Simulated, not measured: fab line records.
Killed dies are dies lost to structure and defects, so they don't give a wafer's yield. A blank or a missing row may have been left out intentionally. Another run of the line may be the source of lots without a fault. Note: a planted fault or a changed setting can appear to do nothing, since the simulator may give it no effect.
Chamber matching | flow n5 finfet | 3 sister chambers for N5_BEOL_M8_CURE_75 on uv cure-03
The step cures SiCOH lowk, time 120 s. 14 wafers are shown with their chamber, then 7 later ones without.

## WAFERS WITH THEIR CHAMBER
wafer  | chamber | wafer_temp_C_max | lamp power pct (%)
L076.1 | 0       | 372.1            | 52.24
L076.3 | 0       | 371.7            | 52.38
L076.5 | 0       | 371.8            | 52.31
L079.3 | 1       | 372.2            | 52.31
L079.5 | 1       | 371.1            | 52.36
L079.6 | 1       | 372.0            | 52.34
L081.3 | 2       | 371.9            | 52.29
L081.4 | 2       | 372.7            | 52.35
L081.5 | 2       | 371.9            | 52.26
L082.2 | 1       | 371.3            | 52.26
L082.3 | 1       | 371.8            | 52.18
L082.6 | 1       | 371.3            | 52.29
L083.2 | 2       | 372.0            | 52.31
L083.5 | 2       | 372.4            | 52.32

SIGNATURES (averages over the wafers above)
reading          | chamber 0 | chamber 1 | chamber 2 | scatter within a chamber
wafer_temp_C_max | 371.867   | 371.617   | 372.180   | 0.379
lamp power pct   | 52.3100   | 52.2900   | 52.3060   | 0.0565
Rule: a wafer's distance from a chamber is the root of the sum, over the readings, of the square of ((its reading less the chamber's mean) divided by the reading's scatter). If the next closest chamber is less than 2 further off than the closest, the wafer can't be placed; otherwise it belongs to the closest. The scatter: take each reading less its chamber's mean, square it, sum over the shown wafers, divide by the number of wafers less the number of chambers, and take the root.

## WAFERS MISSING THEIR CHAMBER
wafer  | wafer_temp_C_max | lamp power pct (%)
L083.6 | 371.9            | 52.30
L086.2 | 371.3            | 52.37
L086.4 | 372.6            | 52.29
L086.5 | 371.3            | 52.33
L094.1 | 372.0            | 52.34
L094.4 | 372.1            | 52.38
L094.5 | 372.2            | 52.33

## WHICH CHAMBER EACH WENT THROUGH
wafer  | from the rows above          | in truth
L083.6 | can't be placed: 0 or 2 or 1 | 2
L086.2 | can't be placed: 1 or 0 or 2 | 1
L086.4 | can't be placed: 2 or 0 or 1 | 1
L086.5 | can't be placed: 1 or 0 or 2 | 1
L094.1 | can't be placed: 0 or 2 or 1 | 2
L094.4 | can't be placed: 2 or 0 or 1 | 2
L094.5 | can't be placed: 2 or 0 or 1 | 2
Correct placement for 0 of the 7. From these rows, 7 cannot be placed; in 7 the true chamber is one of the candidates. Placed wrongly: 0.
